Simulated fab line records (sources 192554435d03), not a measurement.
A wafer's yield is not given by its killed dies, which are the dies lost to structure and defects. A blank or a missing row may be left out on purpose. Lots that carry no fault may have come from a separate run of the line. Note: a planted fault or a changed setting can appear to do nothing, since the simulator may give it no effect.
Matching of chambers -- flow n5 finfet -- N5_BEOL_M12_ETCH_68 on rie diel-06 has 4 sister chambers
The step etches SOC in N2/H2, time 285 s. 22 wafers are shown with their chamber, then 11 later ones without.

WAFERS PAIRED WITH THEIR CHAMBERS
wafer,chamber,drypump motor current A (A),throttle valve pct (%),showerhead plenum p Torr (Torr)
L075.2,0,5.3,18.13,2.54
L075.3,3,5.1,17.55,2.59
L075.5,3,5.1,17.57,2.59
L074.3,0,5.4,18.13,2.54
L074.4,3,5.1,17.55,2.59
L074.5,0,5.3,18.13,2.54
L076.1,0,5.3,18.13,2.54
L076.2,3,5.1,17.58,2.59
L076.4,1,6.2,17.96,2.39
L079.2,0,5.3,18.15,2.54
L079.3,1,6.2,17.96,2.39
L079.4,3,5.1,17.59,2.59
L085.1,2,5.3,17.68,2.67
L085.4,3,5.1,17.61,2.58
L085.5,2,5.3,17.70,2.67
L084.2,0,5.3,18.17,2.53
L084.4,1,6.2,17.55,2.71
L084.6,2,5.2,17.68,2.67
L087.1,2,5.3,17.70,2.67
L087.2,0,5.3,18.18,2.53
L087.3,3,5.1,17.60,2.58
L091.1,0,5.3,18.19,2.53

SIGNATURES, as means of the wafers listed above
reading,chamber 0,chamber 1,chamber 2,chamber 3,scatter within a chamber
drypump motor current A,5.312,6.200,5.275,5.100,0.03
throttle valve pct,18.1513,17.8233,17.6900,17.5786,0.0817
showerhead plenum p Torr,2.5362,2.4967,2.6700,2.5871,0.0617
Rule: a wafer's distance from a chamber is the root of the sum, over the readings, of the square of ((its reading less the chamber's mean) divided by the reading's scatter). If the next closest chamber is less than 2 further off than the closest, the wafer can't be placed; otherwise it belongs to the closest. The scatter: take each reading less its chamber's mean, square it, sum over the shown wafers, divide by the number of wafers less the number of chambers, and take the root.

WAFERS MISSING THEIR CHAMBER
wafer,drypump motor current A (A),throttle valve pct (%),showerhead plenum p Torr (Torr)
L091.3,5.3,17.69,2.66
L091.6,5.3,17.70,2.66
L092.1,5.2,17.70,2.66
L092.4,5.4,18.20,2.53
L092.5,5.1,17.63,2.58
L095.2,6.2,17.59,2.70
L095.4,5.3,17.71,2.66
L095.5,5.3,18.19,2.53
L097.2,5.3,17.72,2.66
L097.3,6.2,17.60,2.70
L097.5,5.1,17.64,2.57

WHICH CHAMBER EACH ONE RAN IN
wafer,from the rows above,in truth
L091.3,2,2
L091.6,2,2
L092.1,can't be placed: 2 or 3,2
L092.4,0,0
L092.5,3,3
L095.2,1,1
L095.4,2,2
L095.5,0,0
L097.2,2,2
L097.3,1,1
L097.5,3,3
Correct placement for 10 of the 11. From these rows, 1 cannot be placed; in 1 the true chamber is one of the candidates. Placed wrongly: 0.
